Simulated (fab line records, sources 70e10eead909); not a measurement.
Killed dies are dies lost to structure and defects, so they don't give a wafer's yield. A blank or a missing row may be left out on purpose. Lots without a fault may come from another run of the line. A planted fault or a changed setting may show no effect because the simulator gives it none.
Which tool did it? | flow nand_harc | 6 lots, 18 wafers sampled, at 2 steps of a route of 1159

WHAT THE GAUGES READ, wafer by wafer
NHARC_P_ZERO_WELL_CD_MEAS_52: target cd 2000 nm.
lot  | measured    | on        | cd_nm (nm)
L778 | day 2 05:47 | cd_sem-03 | 2000.5 1999.0 1997.3
L781 | day 2 23:45 | cd_sem-01 | 1997.9 1995.0 1998.2
L783 | day 3 11:46 | cd_sem-03 | 1999.4 1995.3 2000.2
L786 | day 4 05:44 | cd_sem-02 | 1998.3 1999.7 1995.6
L789 | day 4 23:38 | cd_sem-02 | 1994.6 2001.4 1997.5
L791 | day 5 11:46 | cd_sem-03 | 2002.1 2000.3 1997.1

WHICH TOOL RAN EACH LOT (tool, then ch and the chambers of the sampled wafers, then the start)
lot  | NHARC_P_ZERO_WELL_EXPOSE_49
L778 | krf_scanner-02 ch 0, day 2 05:38
L781 | krf_scanner-04 ch 0, day 2 23:36
L783 | krf_scanner-03 ch 0, day 3 11:37
L786 | krf_scanner-04 ch 0, day 4 05:35
L789 | krf_scanner-02 ch 0, day 4 23:29
L791 | krf_scanner-02 ch 0, day 5 11:37
- NHARC_P_ZERO_WELL_EXPOSE_49: exposes mask P HVPW, target cd 2000 nm.

THE ANSWER, worked out from the rows above alone
Rule: what is usual is taken from the lots themselves. Put in order of their means at a reading, lots are off if they are a third of the lots or fewer, leave a main group of 4 or more, and stand apart from it by a gap of 3 or more times the standard deviation of the main group's means; of several such gaps the widest counts. A main group whose means are all the same, to the digits that the tables above print for the reading, isn't used. A lot without any number at a reading at which 4 lots or more have one is off too. The other lots that the step has rows for count as sound.
No lot is off at any reading shown: from this, nothing can be told.

WHAT THE SIMULATOR HAD PUT IN
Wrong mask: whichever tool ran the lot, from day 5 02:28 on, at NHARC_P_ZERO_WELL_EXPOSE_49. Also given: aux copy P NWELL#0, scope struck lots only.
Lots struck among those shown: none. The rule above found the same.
